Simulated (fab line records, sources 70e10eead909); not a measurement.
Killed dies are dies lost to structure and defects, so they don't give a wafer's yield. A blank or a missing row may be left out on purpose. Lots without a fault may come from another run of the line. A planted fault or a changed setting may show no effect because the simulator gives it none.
Chamber matching | flow nand_harc | NHARC_P_GATE_DESCUM_61 on rie_diel-09: 4 sister chambers
The step chemistry O2, time 3 s. 4 wafers are shown with their chamber, then 11 later ones without.

WAFERS WITH THEIR CHAMBER
wafer  | chamber | drypump_motor_current_A (A)
L087.1 | 2       | 6.3
L087.2 | 3       | 6.5
L087.5 | 1       | 5.2
L088.3 | 0       | 6.2

WAFERS WITHOUT THEIR CHAMBER
wafer  | drypump_motor_current_A (A)
L088.4 | 6.3
L088.5 | 5.2
L094.1 | 5.2
L094.2 | 6.5
L094.3 | 6.3
L094.4 | 6.3
L094.5 | 5.2
L094.6 | 6.5
L096.3 | 6.4
L096.5 | 6.3
L096.6 | 5.2

WHICH CHAMBER EACH WENT THROUGH
wafer  | from the rows above     | in truth
L088.4 | 2                       | 2
L088.5 | 1                       | 1
L094.1 | 1                       | 1
L094.2 | 3                       | 3
L094.3 | 2                       | 2
L094.4 | 2                       | 2
L094.5 | 1                       | 1
L094.6 | 3                       | 3
L096.3 | can't be placed: 3 or 2 | 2
L096.5 | 2                       | 2
L096.6 | 1                       | 1
Placed correctly: 10 of 11. Can't be placed from these rows: 1 (the true chamber is among the candidates in 1). Placed wrongly: 0.
How it was worked out, from the rows above alone: a wafer's distance from a chamber is the root of the sum, over the readings, of the square of ((its reading less the chamber's mean) divided by the reading's scatter). The wafer belongs to the nearest chamber; if the next one is less than 2 further off, it can't be placed. A chamber's mean is the mean of its shown wafers. The scatter: with one shown wafer a chamber, the root of the mean of the squares of how far each hidden wafer lies from its nearest shown one.
